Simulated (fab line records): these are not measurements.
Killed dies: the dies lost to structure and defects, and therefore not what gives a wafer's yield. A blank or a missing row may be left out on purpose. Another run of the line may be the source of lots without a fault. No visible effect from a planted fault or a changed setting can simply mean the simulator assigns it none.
A lot that was struck, set against a sound lot -- flow nandHarc -- 15 steps out of a route of 1302
Sound: wafers L739.1, L739.2, L739.4. Wafers L747.1, L747.5, L747.6 were the ones struck. At the end, the cause is stated.
Each step with rows lists, per side, the tool, then ch with its chambers, then its first start. Under that, the readings that differ: sound wafers -- struck wafers -- difference of the means -- sigmas: that difference in standard deviations of wafers without a fault.
alike: words and numbers the same on both sides, and readings whose means are apart by under 2 such deviations; not compared: readings that were withheld, readings missing a value for some wafer, numbers with overlapping values and no deviation given by the record, and bounds like >300 which may hide the same value.
The two part at a step that has a row with sigmas, a row that says differs or no value, or rows on one side only. Numbers that don't overlap but have no deviation are shown without sigmas and don't part them. Lack of a reading on every wafer of one side parts them only where that side has two or more wafers.

NHARC_P_ZERO_WELL_CD_MEAS_24 targets a cd of 720 nm.
  sound on cdSem-01 ch 0, day 1 22:27; struck on cdSem-03 ch 0, day 5 06:20
  alike: cdNm
then, 1 step without rows for these wafers: NHARC_P_ZERO_WELL_HARDBAKE_25 (time 80 s).
NHARC_P_ZERO_WELL_DESCUM_26: chemistry O2, time 3 s.
  sound on rieDiel-13 ch 0,1,2, day 1 22:38; struck on rieDiel-10 ch 1,2, day 5 06:31
  alike: drypumpMotorCurrentA, o2FlowSccm, oesProductAu, rfVppV, showerheadPlenumPTorr, throttleValvePct
  not compared: rfHoursCounterH
then, 9 steps without rows for these wafers: NHARC_P_ZERO_WELL_IMPLANT_27; NHARC_P_ZERO_WELL_IMPLANT_57; NHARC_P_ZERO_WELL_IMPLANT_58; NHARC_P_ZERO_WELL_STRIP_28 (strips in SPM, time 840 s); NHARC_P_ZERO_WELL_DEHYDRATE_29 (time 120 s); NHARC_P_ZERO_WELL_HMDS_30 (time 30 s); NHARC_P_ZERO_WELL_COAT_31; NHARC_P_ZERO_WELL_SOFTBAKE_32 (time 95 s); NHARC_P_ZERO_WELL_EBR_33.
NHARC_P_ZERO_WELL_EXPOSE_34: exposes mask P PWELL, target cd 720 nm.
  sound on krfScanner-04 ch 0, day 1 23:59; struck on krfScanner-04 ch 0, day 5 07:50
reading,sound,struck,difference,sigmas
exposureDoseMJCm2,22.310 22.333 22.309,21.850 21.852 21.816,-0.478,-27
  alike: mask
then, 1 step without rows for these wafers: NHARC_P_ZERO_WELL_PEB_35 (peb time 85 s).
-- break in the record here, with 23 days between the starts of the struck wafers on either side (left off in module P_ZERO_WELL, picked up again in module END, where the first step shown is number 1302 on the route) --
NHARC_END_SORT_01:
  sound on prober-02 ch 0, day 25 04:01; struck on prober-02 ch 0, day 28 10:44
reading,sound,struck,difference,sigmas
killedAtArray,16 20 16,52 52 45,+32,+2
  alike: killedAtOther, killedAtPeriphery, killedDies, killedOpen, killedShort

## WHERE THEY PART
Earliest at NHARC_P_ZERO_WELL_EXPOSE_34; latest, in this record, at NHARC_END_SORT_01.

WHY: what had been put in by the simulator
Process parameters drifting: krfScanner-04 at NHARC_P_ZERO_WELL_EXPOSE_34, beginning at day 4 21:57. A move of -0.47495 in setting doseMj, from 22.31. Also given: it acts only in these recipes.
